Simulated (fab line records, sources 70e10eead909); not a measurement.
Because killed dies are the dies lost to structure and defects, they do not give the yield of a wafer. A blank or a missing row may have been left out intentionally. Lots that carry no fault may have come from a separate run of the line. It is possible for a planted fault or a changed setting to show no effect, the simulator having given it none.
Chamber matching ; flow nand_harc ; NHARC_A_CHANNEL_FILL_D2_ETCHBACK_19 on rie_si-01 has 4 sister chambers
The step etches the open film in HBr/Cl2, target depth 5 nm, time 1.7 s. 4 wafers are shown with their chamber, then 10 later ones without.

WAFERS PAIRED WITH THEIR CHAMBERS
wafer;chamber;drypump_motor_current_A (A)
L083.5;2;5.2
L083.6;3;6.3
L084.3;1;5.9
L084.4;0;5.6

WAFERS WHOSE CHAMBER IS MISSING
wafer;drypump_motor_current_A (A)
L084.5;6.3
L087.1;5.6
L087.2;6.3
L087.4;5.3
L088.3;6.3
L088.4;5.3
L088.6;6.3
L089.2;5.2
L089.3;6.3
L089.6;5.6

EACH ONE'S CHAMBER
wafer;from the rows above;in truth
L084.5;3;3
L087.1;0;0
L087.2;3;3
L087.4;2;2
L088.3;3;3
L088.4;2;2
L088.6;3;3
L089.2;2;2
L089.3;3;3
L089.6;0;0
Correct placement for 10 of the 10. Number that these rows cannot place: 0. Number placed wrongly: 0.
How it was worked out, from the rows above alone: a wafer's distance from a chamber is the root of the sum, over the readings, of the square of ((its reading less the chamber's mean) divided by the reading's scatter). The wafer belongs to the nearest chamber; if the next one is less than 2 further off, it can't be placed. The mean given for a chamber averages the wafers shown for that chamber. The scatter (one wafer shown for each chamber): square how far every hidden wafer sits from the nearest shown wafer, average those squares and take the square root.
